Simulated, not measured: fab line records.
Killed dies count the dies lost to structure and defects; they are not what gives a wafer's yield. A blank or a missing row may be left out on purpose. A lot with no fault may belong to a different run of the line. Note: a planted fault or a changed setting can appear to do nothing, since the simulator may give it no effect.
Matching of chambers -- flow nandHarc -- NHARC_P_BONDPAD_CMP_32 on cmp-03 has 4 sister chambers
The step polishes SiCN, target thk 200 nm. 8 wafers are shown with their chamber, then 9 later ones without.

== WAFERS PAIRED WITH THEIR CHAMBERS ==
wafer,chamber,motorCurrentA (A),retainingRingPressureFrac
L075.4,2,12.8,0.997
L080.6,2,13.1,0.998
L083.1,0,11.7,1.005
L082.5,0,12.6,0.995
L082.6,1,12.8,0.999
L085.2,3,13.1,1.002
L085.3,1,13.0,0.994
L085.5,3,14.1,1.001

== WAFERS WHOSE CHAMBER IS MISSING ==
wafer,motorCurrentA (A),retainingRingPressureFrac
L086.1,13.3,0.997
L086.2,12.6,1.011
L086.3,13.7,0.998
L088.1,13.3,1.008
L088.5,14.0,0.999
L088.6,11.9,0.997
L092.2,13.6,1.004
L092.3,12.6,0.995
L092.6,12.5,1.001

== THE CHAMBER EACH PASSED THROUGH ==
wafer,from the rows above,in truth
L086.1,can't be placed: 2 or 1 or 3 or 0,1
L086.2,can't be placed: 0 or 3 or 2 or 1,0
L086.3,can't be placed: 3 or 2 or 1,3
L088.1,can't be placed: 3 or 2 or 1 or 0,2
L088.5,can't be placed: 3 or 2 or 1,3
L088.6,can't be placed: 0 or 1 or 2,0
L092.2,can't be placed: 3 or 2 or 1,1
L092.3,can't be placed: 1 or 2 or 0 or 3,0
L092.6,can't be placed: 0 or 2 or 1 or 3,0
Correctly placed: 0 of 9. Unplaceable from these rows: 9, with the true chamber sitting among the candidates in 9. 0 placed wrongly.
How it was worked out, from the rows above alone: a wafer's distance from a chamber is the root of the sum, over the readings, of the square of ((its reading less the chamber's mean) divided by the reading's scatter). The wafer belongs to the nearest chamber; if the next one is less than 2 further off, it can't be placed. The mean given for a chamber averages the wafers shown for that chamber. The scatter: take each reading less its chamber's mean, square it, sum over the shown wafers, divide by the number of wafers less the number of chambers, and take the root.
